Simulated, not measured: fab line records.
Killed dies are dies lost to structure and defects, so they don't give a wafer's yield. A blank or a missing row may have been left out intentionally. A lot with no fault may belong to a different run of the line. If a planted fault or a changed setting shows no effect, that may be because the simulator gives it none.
Matching of chambers | flow nand-harc | 4 sister chambers for NHARC_P_M0_STRIP_18 on rie-diel-01
The step strips in N2/H2. 30 wafers are shown with their chamber, then 12 later ones without.

WAFERS PAIRED WITH THEIR CHAMBERS
wafer  | chamber | drypump-motor-current-A (A) | showerhead-plenum-p-Torr (Torr) | oes-product-au (a.u.)
L075.2 | 1       | 5.1                         | 2.16                            | 1.009
L075.4 | 0       | 5.4                         | 2.10                            | 0.976
L075.5 | 1       | 5.1                         | 2.16                            | 1.010
L076.1 | 3       | 5.5                         | 2.08                            | 1.014
L076.2 | 0       | 5.4                         | 2.10                            | 0.984
L076.4 | 2       | 6.4                         | 2.18                            | 0.997
L077.3 | 1       | 5.1                         | 2.16                            | 1.002
L077.4 | 2       | 6.4                         | 2.18                            | 1.008
L077.5 | 0       | 5.3                         | 2.10                            | 0.981
L079.1 | 3       | 5.5                         | 2.07                            | 1.021
L079.4 | 1       | 5.1                         | 2.16                            | 0.998
L079.5 | 1       | 5.1                         | 2.16                            | 1.003
L080.1 | 0       | 5.4                         | 2.09                            | 0.989
L080.2 | 2       | 6.4                         | 2.18                            | 1.006
L080.6 | 0       | 5.4                         | 2.09                            | 0.983
L081.2 | 1       | 5.1                         | 2.15                            | 0.991
L081.3 | 3       | 5.5                         | 2.07                            | 1.012
L081.6 | 3       | 5.5                         | 2.07                            | 1.002
L082.1 | 3       | 5.5                         | 2.07                            | 1.012
L082.2 | 2       | 6.4                         | 2.18                            | 1.008
L082.4 | 0       | 5.4                         | 2.09                            | 0.988
L083.1 | 2       | 6.4                         | 2.17                            | 1.002
L083.3 | 0       | 5.5                         | 2.09                            | 1.000
L083.4 | 1       | 5.1                         | 2.15                            | 0.988
L084.2 | 1       | 5.1                         | 2.15                            | 0.977
L084.4 | 0       | 5.4                         | 2.09                            | 1.014
L084.6 | 0       | 5.3                         | 2.09                            | 1.006
L085.3 | 0       | 5.4                         | 2.09                            | 1.000
L085.5 | 2       | 6.4                         | 2.17                            | 1.001
L085.6 | 1       | 5.1                         | 2.15                            | 0.984

SIGNATURES, as means of the wafers listed above
reading                  | chamber 0 | chamber 1 | chamber 2 | chamber 3 | scatter within a chamber
drypump-motor-current-A  | 5.390     | 5.100     | 6.400     | 5.500     | 0.0334
showerhead-plenum-p-Torr | 2.0930    | 2.1556    | 2.1767    | 2.0720    | 0.00498
oes-product-au           | 0.99210   | 0.99578   | 1.00367   | 1.01220   | 0.0102
Rule: for a wafer and a chamber, the distance is found by dividing, reading by reading, the gap between the wafer's reading and the chamber's mean by the reading's scatter, squaring, summing and taking the root. If the next closest chamber is less than 2 further off than the closest, the wafer can't be placed; otherwise it belongs to the closest. The scatter is the square root of a quotient: the sum, over the shown wafers, of each reading's squared deviation from its chamber's mean, divided by wafers minus chambers.

WAFERS WITH NO CHAMBER GIVEN
wafer  | drypump-motor-current-A (A) | showerhead-plenum-p-Torr (Torr) | oes-product-au (a.u.)
L087.2 | 5.1                         | 2.15                            | 0.980
L087.4 | 5.5                         | 2.07                            | 1.009
L087.5 | 5.1                         | 2.15                            | 0.989
L092.1 | 5.1                         | 2.15                            | 1.003
L092.4 | 6.4                         | 2.17                            | 1.002
L092.6 | 5.4                         | 2.09                            | 1.021
L093.1 | 6.4                         | 2.17                            | 0.999
L093.2 | 5.1                         | 2.15                            | 1.000
L093.6 | 5.4                         | 2.09                            | 1.009
L097.3 | 5.5                         | 2.06                            | 1.003
L097.4 | 5.4                         | 2.08                            | 0.991
L097.6 | 5.4                         | 2.08                            | 0.979

WHICH CHAMBER EACH WENT THROUGH
wafer  | from the rows above     | in truth
L087.2 | 1                       | 1
L087.4 | 3                       | 3
L087.5 | 1                       | 1
L092.1 | 1                       | 1
L092.4 | 2                       | 2
L092.6 | can't be placed: 0 or 3 | 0
L093.1 | 2                       | 2
L093.2 | 1                       | 1
L093.6 | 0                       | 0
L097.3 | 3                       | 3
L097.4 | can't be placed: 0 or 3 | 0
L097.6 | can't be placed: 0 or 3 | 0
Correct placement for 9 of the 12. Can't be placed from these rows: 3 (the true chamber is among the candidates in 3). Wrongly placed: 0.
